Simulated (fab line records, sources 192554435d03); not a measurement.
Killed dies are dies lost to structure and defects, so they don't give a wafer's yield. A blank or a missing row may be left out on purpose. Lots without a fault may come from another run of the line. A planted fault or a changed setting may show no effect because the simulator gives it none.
fab line records | flow n5_finfet
record lots=7 wafers=21
route steps=1938 shown HKMG_FIN@406 MOL_CONTACT_COAG@537 BEOL_M0_SAQP@635 BEOL_M0@715 BEOL_M1@816 BEOL_M2@858 BEOL_M3@957 PASSIVATION@1936
start_h: hours from the record's first day to the start of the lot's first wafer shown | wait_h: hours since the lot's step before | " the same as in the row above | L1.1+2: a row that stands for several wafers | - no value, or no start given | * or withheld: withheld | < > ~ a bound
route shown NAME@n: a module of which the file shows steps, and the number in the route of the first | usual: mean/standard deviation of fault-free wafers | same: alike in all rows | chamber/n: place in a boat | sites: the reading at each site | _std_site: their standard deviation | _edge_site: outer sites' mean less inner sites' | radius_mm: how far each site lies from the wafer's centre | mask NAME#n: copy n | behind: the tool/chamber that last shaped the wafer | hold: why the lot was held/for how many hours/how that ended | device: the transistor (n, p or np) that didn't switch | end of line: the same wafers' tests at the end of the route | a step without rows: its recipe alone | killed: dies lost to structure and defects at the first sort, not the wafer's yield | map: a wafer's dies, x killed, . not, _ none there
set.NAME: the setting as run; set.NAME@STEP: as run at that earlier step | model.NAME: the simulator's own value behind a step, which no gauge read
lots whose settings were changed on purpose; a table a step, a row a wafer
## steps
# step N5_HKMG_FIN_ETCH_58
# recipe chemistry=N2/H2 target=SOC target_depth_a=2158 ion_energy_ev=50 bias_w=13 time_s=741 pressure_mtorr=30 source_w=875 n2_flow_sccm=200 h2_flow_sccm=200
# usual rf_vpp_V=99.5/0.92
# columns lot.wafer tool chamber start_h wait_h set.source_w rf_vpp_V model.HKMG_FIN.feature_depth_nm model.SOC_of_HKMG_FIN_COAT_41.thk_nm model.etch.depth_nm
L075.2 rie_diel-06 1 81.25 0.0 790 102.5 191.6 109.8 191.6
L075.5 " 3 " " 875 99.2 212.4 88.6 212.4
L075.6 " 0 " " 875 100.2 217.6 83.6 217.5
L080.1 rie_diel-02 0 106.83 0.0 875 98.5 217.2 84.2 217.2
L080.2 " 1 " " 875 100.2 212.4 88.2 212.4
L080.3 " 2 " " 875 98.0 218.4 83.6 218.3
L083.1 rie_diel-06 0 125.89 0.0 875 98.0 221.4 79.2 221.4
L083.4 " 2 " " 875 98.6 214.6 85.8 214.6
L083.6 " 0 " " 875 99.8 223.4 76.6 223.5
L086.2 rie_diel-02 0 149.10 0.0 753.7 106.0 191 109.6 190.9
L086.3 " 3 " " 753.7 104.3 189.8 111.8 189.8
L086.4 " 1 " " 875 99.2 212.6 89.4 212.7
L087.2 rie_diel-01 1 150.66 0.0 974.4 95.8 231.2 68.8 231.1
L087.3 " 2 " " 974.4 96.6 231.8 68.8 231.8
L087.4 " 0 " " 875 99.6 219.6 81.6 219.6
L088.1 rie_diel-02 1 160.37 0.0 992.7 95.8 234.8 65 234.7
L088.4 " 2 " " 992.7 95.6 242 57.2 242
L088.5 " 1 " " 875 101.0 212.2 87.4 212.2
L096.2 rie_diel-01 2 206.21 0.0 875 100.4 209 90.8 208.9
L096.4 " 3 " " 875 100.9 218 81.4 218
L096.6 " 0 " " 793.6 104.2 201.8 97.6 201.8
# step N5_HKMG_FIN_STRIP_93
# recipe chemistry=N2/H2 material=SOC time_s=20 power_w=500 temp_c=40 pressure_mtorr=50 rf_frequency_hz=6e+07 bias_power_w=8 h2_frac=0.5 n2_flow_sccm=300 h2_flow_sccm=300
# columns lot.wafer tool chamber start_h wait_h set.source_w@HKMG_FIN_ETCH_58 model.SOC_of_HKMG_FIN_COAT_41.thk_nm
L075.2 rie_diel-06 1 81.68 0.2 790 100.2
L075.5 " 3 " " 875 78.8
L075.6 " 0 " " 875 73.4
L080.1 rie_diel-02 0 107.25 0.2 875 74
L080.2 " 1 " " 875 78.2
L080.3 " 2 " " 875 73.6
L083.1 rie_diel-06 0 126.32 0.2 875 69
L083.4 " 2 " " 875 75.6
L083.6 " 0 " " 875 66
L086.2 rie_diel-02 0 149.53 0.2 753.7 99.6
L086.3 " 3 " " 753.7 101.6
L086.4 " 1 " " 875 79.4
L087.2+3 rie_diel-01 1,2 151.09 0.2 974.4 59
L087.4 " 0 " " 875 71.2
L088.1 rie_diel-02 1 160.79 0.2 992.7 55
L088.4 " 2 " " 992.7 47
L088.5 " 1 " " 875 77.4
L096.2 rie_diel-01 2 206.63 0.2 875 81
L096.4 " 3 " " 875 71
L096.6 " 0 " " 793.6 87.2
# step N5_MOL_CONTACT_COAG_ETCH_15
# recipe chemistry=CH3F/O2 target=SiNx target_depth_a=70 mask_material=SOC stop_on=Si:P over_etch_frac=0.75 ion_energy_ev=120 pressure_mtorr=30 source_w=395 bias_w=73 Ar_flow_sccm=150 CH3F_flow_sccm=30 O2_flow_sccm=20
# columns lot.wafer tool chamber start_h wait_h set.source_w
L075.2+5+6 rie_diel-02 2,1,2 99.14 0.0 395
L080.1+2+3 rie_diel-01 1,2,0 123.96 0.0 395
L083.1 rie_diel-01 0 141.68 0.0 344.5
L083.4+6 " 3,1 " " 395
L086.2+3+4 rie_diel-01 2,3,0 165.71 0.0 395
L087.2+3+4 rie_diel-01 3,2,1 167.27 0.0 395
L088.1 rie_diel-06 0 175.57 0.0 395
L088.4+5 " 1,3 " " 415.3
L096.2+4+6 rie_diel-06 3,2,2 221.74 0.0 395
# step N5_MOL_CONTACT_COAG_CVD_140
# recipe material=W target_thk_a=665 mode=selective_fill temp_c=300 time_s=215
# columns lot.wafer tool chamber start_h wait_h set.target_thk_a model.W_of_MOL_CONTACT_COAG_CVD_140.thk_nm
L075.2 cvd_w-02 0 113.78 0.1 596 58.4
L075.5 " 1 " " 596 58.8
L075.6 " 0 " " 665 65.6
L080.1+2+3 cvd_w-01 0,1,1 137.36 0.1 665 66.4
L083.1 cvd_w-02 1 155.73 0.1 576.3 57.2
L083.4 " 1 " " 576.3 57.4
L083.6 " 0 " " 576.3 57
L086.2 cvd_w-02 1 178.94 0.1 665 66.2
L086.3 " 0 " " 627.5 61.4
L086.4 " 1 " " 665 66.8
L087.2 cvd_w-02 1 179.28 0.1 707.9 70.8
L087.3 " 0 " " 665 66.4
L087.4 " 1 " " 707.9 70.6
L088.1 cvd_w-02 1 189.44 0.1 665 65.2
L088.4 " 1 " " 665 66
L088.5 " 1 " " 665 65.4
L096.2 cvd_w-01 1 234.13 0.1 665 66
L096.4 " 0 " " 665 66.8
L096.6 " 0 " " 665 65.4
# step N5_BEOL_M0_SAQP_PECVD_03
# recipe material=SiCN target_thk_a=120 temp_c=withheld precursor=3MS/NH3 pressure_torr=3 rf_w=202 time_s=21.1
# columns lot.wafer tool chamber start_h wait_h set.time_s model.SiCN_of_BEOL_M0_SAQP_PECVD_03.thk_nm
L075.2 pecvd-03 2 119.21 0.1 21.1 12.2
L075.5 " 2 " " 22.15 12.6
L075.6 " 1 " " 21.1 11.8
L080.1 pecvd-02 2 142.55 0.1 21.1 11.6
L080.2+3 " 0,1 " " 21.1 11.8
L083.1+6 pecvd-03 1,0 161.68 0.1 21.1 11.8
L083.4 " 1 " " 21.1 12
L086.2 pecvd-03 0 185.59 0.1 18.28 10.2
L086.3 " 1 " " 21.1 12
L086.4 " 2 " " 18.28 10.6
L087.2 pecvd-03 2 186.83 0.1 21.1 12
L087.3+4 " 0 " " 21.1 12.2
L088.1 pecvd-02 0 194.14 0.1 21.1 12.2
L088.4+5 " 1,0 " " 23.33 13.6
L096.2 pecvd-01 0 238.81 0.1 21.1 11.8
L096.4+6 " 2,0 " " 21.1 12
# step N5_BEOL_M0_ETCH_138
# recipe chemistry=CH3F/O2 target_depth_a=120 target=SiCN time_s=31.6 ion_energy_ev=120 pressure_mtorr=30 source_w=395 bias_w=75 Ar_flow_sccm=150 CH3F_flow_sccm=30 O2_flow_sccm=20 ends=cleared
# usual rf_vpp_V=297.9/1.4
# columns lot.wafer tool chamber start_h wait_h set.source_w rf_vpp_V
L075.2 rie_diel-06 2 125.51 0.0 395 295.0
L075.5 " 2 " " 448.5 284.3
L075.6 " 3 " " 448.5 284.6
L080.1 rie_diel-06 0 150.12 0.0 395 297.9
L080.2 " 1 " " 395 297.4
L080.3 " 2 " " 395 296.2
L083.1 rie_diel-02 1 168.55 0.0 377 303.4
L083.4 " 2 " " 377 304.1
L083.6 " 3 " " 395 297.5
L086.2 rie_diel-01 0 193.67 0.0 446 287.2
L086.3 " 2 " " 446 286.4
L086.4 " 3 " " 395 298.0
L087.2 rie_diel-06 2 193.89 0.0 420.6 290.1
L087.3 " 3 " " 420.6 290.0
L087.4 " 0 " " 420.6 290.6
L088.1 rie_diel-02 1 200.81 0.0 358.3 308.1
L088.4 " 2 " " 358.3 309.2
L088.5 " 0 " " 395 297.1
L096.2 rie_diel-06 1 245.77 0.0 335.3 312.9
L096.4 " 0 " " 395 295.6
L096.6 " 3 " " 335.3 313.5
# step N5_BEOL_M1_SPUTTER_79
# recipe material=Cu target_thk_a=45 temp_c=-20 chamber_pressure_pa=0.07 power_w=withheld time_s=8.29
# columns lot.wafer tool chamber start_h wait_h set.time_s model.Cu_of_BEOL_M1_SPUTTER_79.thk_nm
L075.2 pvd_sputter-01 - 140.14 0.1 8.29 4.4
L075.5 " - " " 8.29 4.2
L075.6 " - " " 7.48 4
L080.1+2+3 pvd_sputter-01 - 166.86 0.1 8.29 4.4
L083.1 pvd_sputter-02 - 184.91 0.1 7.093 4
L083.4 " - " " 8.29 4.4
L083.6 " - " " 8.29 4.6
L087.2+3 pvd_sputter-02 - 214.95 0.1 8.96 -
L087.4 " - " " 8.29 4.4
L088.1+4 pvd_sputter-01 - 217.34 0.1 8.622 -
L088.5 " - " " 8.29 4.6
L086.2 pvd_sputter-03 - 217.58 0.1 7.777 4.2
L086.3 " - " " 8.29 4.2
L086.4 " - " " 7.777 4
L096.2 pvd_sputter-01 - 259.31 0.1 8.29 4.4
L096.4 " - " " 8.29 4.2
L096.6 " - " " 8.696 4.6
# step N5_BEOL_M2_ETCH_74
# recipe chemistry=N2/H2 target=underlayer target_depth_a=65 mask_material=CAR-EUV time_s=5.2 ion_energy_ev=200 pressure_mtorr=30 source_w=840 bias_w=150 n2_flow_sccm=200 h2_flow_sccm=200 ends=cleared
# usual etch_rf_on_time_s=5.20/0.099 rf_vpp_V=525.1/2.3
# columns lot.wafer tool chamber start_h wait_h set.source_w etch_rf_on_time_s rf_vpp_V
L075.2 rie_diel-02 3 143.52 0.0 840 5.31 526.2
L075.5 " 2 " " 840 5.12 524.5
L075.6 " 1 " " 840 5.35 527.1
L080.1 rie_diel-01 0 171.62 0.0 840 5.12 527.0
L080.2 " 1 " " 840 5.29 524.4
L080.3 " 2 " " 840 5.35 526.4
L083.1 rie_diel-01 2 190.40 0.0 840 5.29 527.6
L083.4 " 2 " " 840 5.22 524.4
L083.6 " 3 " " 938.9 4.59 509.4
L087.2 rie_diel-01 1 220.09 0.0 927.1 4.81 505.1
L087.3 " 3 " " 840 5.06 528.6
L087.4 " 0 " " 927.1 4.68 510.0
L088.1 rie_diel-02 3 220.96 0.0 766.7 5.71 543.1
L088.4 " 1 " " 840 5.28 527.9
L088.5 " 3 " " 766.7 5.68 542.0
L086.2 rie_diel-02 2 221.91 0.0 840 5.12 523.3
L086.3 " 3 " " 840 5.23 523.8
L086.4 " 1 " " 840 5.25 527.8
L096.2 rie_diel-01 1 267.25 0.0 840 5.35 521.2
L096.4 " 1 " " 840 5.28 523.7
L096.6 " 0 " " 790.6 5.46 538.6
# step N5_BEOL_M2_COAT_67
# recipe resist=SOC temp_c=250 time_s=60 spin_rpm=1500 resist_thk_nm=60
# columns lot.wafer tool chamber start_h wait_h set.spin_rpm model.SOC_of_BEOL_M2_COAT_67.thk_nm
L075.2+6 litho_track-01 0 143.99 0.0 1500 60.4
L075.5 " 0 " " 1393 62.4
L080.1 litho_track-05 0 172.11 0.0 1500 60
L080.2 " 0 " " 1500 59.8
L080.3 " 0 " " 1500 60.2
L083.1 litho_track-01 0 190.99 0.0 1500 59.8
L083.4+6 " 0 " " 1500 60
L087.2 litho_track-05 0 220.57 0.0 1500 59.8
L087.3 " 0 " " 1571 58.6
L087.4 " 0 " " 1571 58.4
L088.1 litho_track-04 0 221.62 0.0 1641 57.4
L088.4+5 " 0 " " 1500 60
L086.2+3 litho_track-01 0 222.45 0.0 1444 61.2
L086.4 " 0 " " 1500 60
L096.2 litho_track-01 0 267.69 0.0 1500 60
L096.4 " 0 " " 1436 61.4
L096.6 " 0 " " 1436 61.2
# step N5_BEOL_M2_COAT_68
# recipe resist=SiARC temp_c=220 time_s=60 spin_rpm=1500 resist_thk_nm=12
# step N5_BEOL_M2_COAT_76
# recipe resist=underlayer temp_c=205 time_s=60 spin_rpm=1500 resist_thk_nm=5
# step N5_BEOL_M2_ALD_98
# recipe material=SiO2 target_thk_a=25 temp_c=100 ald_precursor_family=BDEAS ald_co_reactant=O2-plasma pulse_time_s=1 co_reactant_pulse_time_s=1 purge_time_s=2 co_reactant_purge_time_s=2 ald_cycles=17 pressure_torr=2
# step N5_BEOL_M2_ETCHBACK_99
# recipe chemistry=CHF3 target=SiO2 target_depth_a=50 time_s=10.4 source_w=215 bias_w=47 Ar_flow_sccm=200 CHF3_flow_sccm=12 ion_energy_ev=100 pressure_mtorr=30
# step N5_BEOL_M2_ETCH_70
# recipe chemistry=N2/H2 target=SOC target_depth_a=800 overetch_a=240 mask_material=SiARC temp_c=40 time_s=130 ion_energy_ev=200 pressure_mtorr=30 source_w=840 bias_w=150 n2_flow_sccm=200 h2_flow_sccm=200
# columns lot.wafer tool chamber start_h wait_h set.spin_rpm@BEOL_M2_COAT_67 model.etch.depth_nm
L075.2+6 rie_diel-06 0,3 149.22 0.0 1500 60.33
L075.5 " 2 " " 1393 62.4
L080.1 rie_diel-02 0 176.69 0.0 1500 59.91
L080.2 " 3 " " 1500 59.89
L080.3 " 1 " " 1500 60.13
L083.1 rie_diel-01 3 194.57 0.0 1500 59.8
L083.4 " 1 " " 1500 59.97
L083.6 " 1 " " 1500 60.01
L087.2 rie_diel-06 0 226.29 0.0 1500 59.7
L087.3 " 2 " " 1571 58.61
L087.4 " 3 " " 1571 58.42
L088.1 rie_diel-01 3 226.33 0.0 1641 57.44
L088.4 " 0 " " 1500 60.07
L088.5 " 3 " " 1500 60.06
L086.2 rie_diel-02 1 226.42 0.0 1444 61.16
L086.3 " 2 " " 1444 61.28
L086.4 " 3 " " 1500 60.01
L096.2 rie_diel-02 3 273.64 0.0 1500 59.95
L096.4 " 1 " " 1436 61.3
L096.6 " 3 " " 1436 61.16
# step N5_BEOL_M2_STRIP_71
# recipe chemistry=N2/H2 temp_c=40 n2_flow_sccm=200 h2_flow_sccm=200 rf_frequency_hz=6e+07
# step N5_BEOL_M2_STRIP_78
# recipe chemistry=N2/H2 temp_c=40 n2_flow_sccm=200 h2_flow_sccm=200 rf_frequency_hz=6e+07
# step N5_BEOL_M2_VIA_ETCH_34
# recipe chemistry=C4F6/O2 target_depth_a=694 mask_material=SOC pressure_mtorr=15 ion_energy_ev=250 taper_deg=4 time_s=65.9 source_w=350 bias_w=170 Ar_flow_sccm=300 C4F6_flow_sccm=10 O2_flow_sccm=10
# columns lot.wafer tool chamber start_h wait_h set.spin_rpm@BEOL_M2_COAT_67 model.SOC_of_BEOL_M2_COAT_67.thk_nm
L075.2 rie_diel-06 0 149.33 0.0 1500 51.8
L075.5 " 2 " " 1393 54.2
L075.6 " 3 " " 1500 52.4
L080.1 rie_diel-02 0 176.80 0.0 1500 51.8
L080.2 " 3 " " 1500 51.6
L080.3 " 1 " " 1500 52
L083.1 rie_diel-01 3 194.68 0.0 1500 51.6
L083.4 " 1 " " 1500 51.8
L083.6 " 1 " " 1500 52
L087.2 rie_diel-06 0 226.40 0.0 1500 51.4
L087.3 " 2 " " 1571 50.6
L087.4 " 3 " " 1571 50.8
L088.1 rie_diel-01 3 226.44 0.0 1641 49.2
L088.4 " 0 " " 1500 51.6
L088.5 " 3 " " 1500 51.8
L086.2 rie_diel-02 1 226.52 0.0 1444 53
L086.3 " 2 " " 1444 53.2
L086.4 " 3 " " 1500 51.6
L096.2 rie_diel-02 3 273.74 0.0 1500 51.8
L096.4 " 1 " " 1436 53.2
L096.6 " 3 " " 1436 53
# step N5_BEOL_M3_COAT_67
# recipe resist=SOC temp_c=250 time_s=60 spin_rpm=1500 resist_thk_nm=60
# columns lot.wafer tool chamber start_h wait_h set.spin_rpm model.SOC_of_BEOL_M3_COAT_67.thk_nm
L075.2+6 litho_track-04 0 158.06 0.0 1500 60
L075.5 " 0 " " 1500 60.2
L080.1+3 litho_track-04 0 187.06 0.0 1500 60.2
L080.2 " 0 " " 1500 60
L083.1+4+6 litho_track-03 0 200.78 0.0 1500 59.8
L087.2 litho_track-02 0 233.47 0.0 1395 62
L087.3 " 0 " " 1500 59.8
L087.4 " 0 " " 1500 60
L088.1+5 litho_track-02 0 233.70 0.0 1500 60
L088.4 " 0 " " 1500 59.8
L086.2+3 litho_track-03 0 234.90 0.0 1500 60
L086.4 " 0 " " 1606 58.2
L096.2 litho_track-03 0 282.87 0.0 1500 59.8
L096.4+6 " 0 " " 1500 60
# step N5_BEOL_M3_COAT_22
# recipe resist=CAR-EUV spin_rpm=1500 resist_thk_nm=30
# columns lot.wafer tool chamber start_h wait_h set.spin_rpm model.CAR-EUV_of_BEOL_M3_COAT_22.thk_nm
L075.2 litho_track-04 0 - - 1500 30
L075.5 " 0 " " 1592 29
L075.6 " 0 " " 1592 29.2
L080.1+2 litho_track-04 0 - - 1500 30.2
L080.3 " 0 " " 1500 30
L083.1+4+6 litho_track-03 0 - - 1500 30
L087.2+3+4 litho_track-02 0 - - 1500 30.2
L088.1 litho_track-02 0 - - 1500 30
L088.4 " 0 " " 1583 29.2
L088.5 " 0 " " 1583 29.4
L086.2 litho_track-03 0 - - 1391 31
L086.3+4 " 0 " " 1500 30
L096.2+4 litho_track-03 0 - - 1500 30
L096.6 " 0 " " 1500 29.8
# step N5_BEOL_M3_EBR_24
# recipe solvent=PGMEA ebr_width_mm=1.5
# step N5_BEOL_M3_SOFTBAKE_23
# recipe temp_c=110 time_s=60 resist=CAR-EUV
# step N5_BEOL_M3_EXPOSE_25
# recipe mask_id=V2 na=0.33 source_shape=quasar sigma_inner=0.2 sigma_outer=0.8 polarization=unpolarized defocus_nm=5 dose_mj=63
# step N5_BEOL_M3_PEB_26
# recipe peb_temp_c=100 peb_time_s=60 resist=CAR-EUV
# step N5_BEOL_M3_DEVELOP_27
# recipe develop_time_s=30 developer=TMAH resist=CAR-EUV rinse_liquid=surfactant_rinse dry=air_spin dev_temp_c=23
# columns lot.wafer tool chamber start_h wait_h set.spin_rpm@BEOL_M3_COAT_22 model.CAR-EUV_of_BEOL_M3_COAT_22.thk_nm
L075.2 litho_track-04 0 - - 1500 29.6
L075.5 " 0 " " 1592 28.6
L075.6 " 0 " " 1592 28.8
L080.1+2+3 litho_track-02 0 - - 1500 29.6
L083.1 litho_track-03 0 - - 1500 29.4
L083.4+6 " 0 " " 1500 29.6
L087.2+3 litho_track-04 0 - - 1500 29.6
L087.4 " 0 " " 1500 29.8
L088.1 litho_track-03 0 - - 1500 29.6
L088.4+5 " 0 " " 1583 28.8
L086.2 litho_track-04 0 - - 1391 30.6
L086.3+4 " 0 " " 1500 29.4
L096.2 litho_track-04 0 - - 1500 29.6
L096.4+6 " 0 " " 1500 29.4
# step N5_BEOL_M3_ALD_98
# recipe material=SiO2 target_thk_a=25 temp_c=100 ald_precursor_family=BDEAS ald_co_reactant=O2-plasma pulse_time_s=1 co_reactant_pulse_time_s=1 purge_time_s=2 co_reactant_purge_time_s=2 ald_cycles=17 pressure_torr=2
# step N5_BEOL_M3_ETCHBACK_99
# recipe chemistry=CHF3 target=SiO2 target_depth_a=50 time_s=10.4 source_w=215 bias_w=47 Ar_flow_sccm=200 CHF3_flow_sccm=12 ion_energy_ev=100 pressure_mtorr=30
# step N5_BEOL_M3_ETCH_70
# recipe chemistry=N2/H2 target=SOC target_depth_a=800 overetch_a=160 mask_material=SiARC temp_c=40 time_s=120 ion_energy_ev=200 pressure_mtorr=30 source_w=840 bias_w=150 n2_flow_sccm=200 h2_flow_sccm=200
# columns lot.wafer tool chamber start_h wait_h set.spin_rpm@BEOL_M3_COAT_67 model.etch.depth_nm
L075.2 rie_diel-04 3 165.55 0.0 1500 59.99
L075.5 " 3 " " 1500 60.12
L075.6 " 0 " " 1500 59.91
L080.1 rie_diel-04 2 189.71 0.0 1500 60.14
L080.2 " 0 " " 1500 59.99
L080.3 " 1 " " 1500 60.29
L083.1 rie_diel-03 0 204.28 0.0 1500 59.78
L083.4 " 3 " " 1500 59.82
L083.6 " 2 " " 1500 59.79
L087.2 rie_diel-03 3 237.75 0.0 1395 62.02
L087.3 " 0 " " 1500 59.86
L087.4 " 2 " " 1500 60
L088.1+5 rie_diel-04 3,2 242.74 0.0 1500 59.95
L088.4 " 3 " " 1500 59.85
L086.2 rie_diel-04 0 244.23 0.0 1500 60.03
L086.3 " 3 " " 1500 60.07
L086.4 " 2 " " 1606 58.12
L096.2 rie_diel-03 3 291.53 0.0 1500 59.7
L096.4 " 0 " " 1500 60.03
L096.6 " 3 " " 1500 59.95
# step N5_PASSIVATION_PROBE_49
# usual sort_bin_8_speed=0.00/0.014
# columns lot.wafer tool chamber start_h wait_h set.source_w@MOL_CONTACT_COAG_ETCH_15 set.spin_rpm@BEOL_M2_COAT_67 set.time_s@BEOL_M14_DEP_53 sort_bin_8_speed[%]
L075.2 prober-02 - 293.97 0.1 395 1500 19.39 0
L075.5 prober-02 - 294.12 0.2 395 1393 17.8 0
L075.6 prober-02 - 294.17 0.3 395 1500 19.39 0
L080.1 prober-01 - 317.22 0.0 395 1500 17.8 0
L080.2 prober-01 - 317.27 0.1 395 1500 17.8 0
L080.3 prober-01 - 317.32 0.1 395 1500 17.8 0
L083.1 prober-02 - 338.61 0.0 344.5 1500 17.8 0.34
L083.4 prober-02 - 338.76 0.2 395 1500 17.8 0
L083.6 prober-02 - 338.86 0.3 395 1500 17.8 0
L088.1 prober-02 - 358.99 0.0 395 1641 17.8 0
L088.4 prober-02 - 359.14 0.2 415.3 1500 17.8 0
L088.5 prober-02 - 359.19 0.2 415.3 1500 17.8 0
L086.2 prober-02 - 364.58 0.1 395 1444 17.8 0
L086.3 prober-02 - 364.63 0.1 395 1444 17.8 0
L086.4 prober-02 - 364.68 0.2 395 1500 19.39 0
L087.2 prober-01 - 376.06 0.1 395 1500 17.8 0.08
L087.3 prober-01 - 376.11 0.1 395 1571 17.8 0
L087.4 prober-01 - 376.16 0.2 395 1571 17.8 0
L096.2 prober-02 - 419.89 0.1 395 1500 19.19 0
L096.4 prober-02 - 419.99 0.2 395 1436 17.8 0
L096.6 prober-02 - 420.09 0.3 395 1436 17.8 0
## key
split step=N5_HKMG_FIN_ETCH_58 setting=source_w stated=875 by=wafer
response step=N5_HKMG_FIN_ETCH_58 reading=rf_vpp_V change=-0.37 per=1% r=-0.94
response step=N5_HKMG_FIN_ETCH_58 reading=model.HKMG_FIN.feature_depth_nm change=+1.66 per=1% r=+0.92
response step=N5_HKMG_FIN_ETCH_58 reading=model.SOC_of_HKMG_FIN_COAT_41.thk_nm change=-1.66 per=1% r=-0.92
response step=N5_HKMG_FIN_ETCH_58 reading=model.etch.depth_nm change=+1.66 per=1% r=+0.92
response step=N5_HKMG_FIN_STRIP_93 reading=model.SOC_of_HKMG_FIN_COAT_41.thk_nm change=-1.65 per=1% r=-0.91
split step=N5_MOL_CONTACT_COAG_ETCH_15 setting=source_w stated=395 by=wafer
response step=N5_PASSIVATION_PROBE_49 reading=sort_bin_8_speed slope=-0.0265 per=1% together_with=spin_rpm@BEOL_M2_COAT_67,time_s@BEOL_M14_DEP_53 explained=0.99
split step=N5_MOL_CONTACT_COAG_CVD_140 setting=target_thk_a stated=665 by=wafer
response step=N5_MOL_CONTACT_COAG_CVD_140 reading=model.W_of_MOL_CONTACT_COAG_CVD_140.thk_nm change=+0.713 per=1% r=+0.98
split step=N5_BEOL_M0_SAQP_PECVD_03 setting=time_s stated=21.1 by=wafer
response step=N5_BEOL_M0_SAQP_PECVD_03 reading=model.SiCN_of_BEOL_M0_SAQP_PECVD_03.thk_nm change=+0.124 per=1% r=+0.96
split step=N5_BEOL_M0_ETCH_138 setting=source_w stated=395 by=wafer
response step=N5_BEOL_M0_ETCH_138 reading=rf_vpp_V change=-1 per=1% r=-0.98
split step=N5_BEOL_M1_SPUTTER_79 setting=time_s stated=8.29 by=wafer
response step=N5_BEOL_M1_SPUTTER_79 reading=model.Cu_of_BEOL_M1_SPUTTER_79.thk_nm change=+0.0334 per=1% r=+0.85
split step=N5_BEOL_M2_ETCH_74 setting=source_w stated=840 by=wafer
response step=N5_BEOL_M2_ETCH_74 reading=etch_rf_on_time_s change=* per=1% r=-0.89
response step=N5_BEOL_M2_ETCH_74 reading=rf_vpp_V change=-1.78 per=1% r=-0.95
split step=N5_BEOL_M2_COAT_67 setting=spin_rpm stated=1500 by=wafer
response step=N5_BEOL_M2_COAT_67 reading=model.SOC_of_BEOL_M2_COAT_67.thk_nm change=-0.283 per=1% r=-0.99
response step=N5_BEOL_M2_ETCH_70 reading=model.etch.depth_nm change=-0.284 per=1% r=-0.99
response step=N5_BEOL_M2_VIA_ETCH_34 reading=model.SOC_of_BEOL_M2_COAT_67.thk_nm change=-0.273 per=1% r=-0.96
response step=N5_PASSIVATION_PROBE_49 reading=sort_bin_8_speed slope=-0.0144 per=1% together_with=source_w@MOL_CONTACT_COAG_ETCH_15,time_s@BEOL_M14_DEP_53 explained=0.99
split step=N5_BEOL_M3_COAT_67 setting=spin_rpm stated=1500 by=wafer
response step=N5_BEOL_M3_COAT_67 reading=model.SOC_of_BEOL_M3_COAT_67.thk_nm change=-0.277 per=1% r=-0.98
response step=N5_BEOL_M3_ETCH_70 reading=model.etch.depth_nm change=-0.286 per=1% r=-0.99
split step=N5_BEOL_M3_COAT_22 setting=spin_rpm stated=1500 by=wafer
response step=N5_BEOL_M3_COAT_22 reading=model.CAR-EUV_of_BEOL_M3_COAT_22.thk_nm change=-0.138 per=1% r=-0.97
response step=N5_BEOL_M3_DEVELOP_27 reading=model.CAR-EUV_of_BEOL_M3_COAT_22.thk_nm change=-0.154 per=1% r=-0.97
split outside_this_file step=N5_BEOL_M14_DEP_53 setting=time_s
# split outside_this_file: this setting was split too, and the file shows its column; the key of that split is in another file
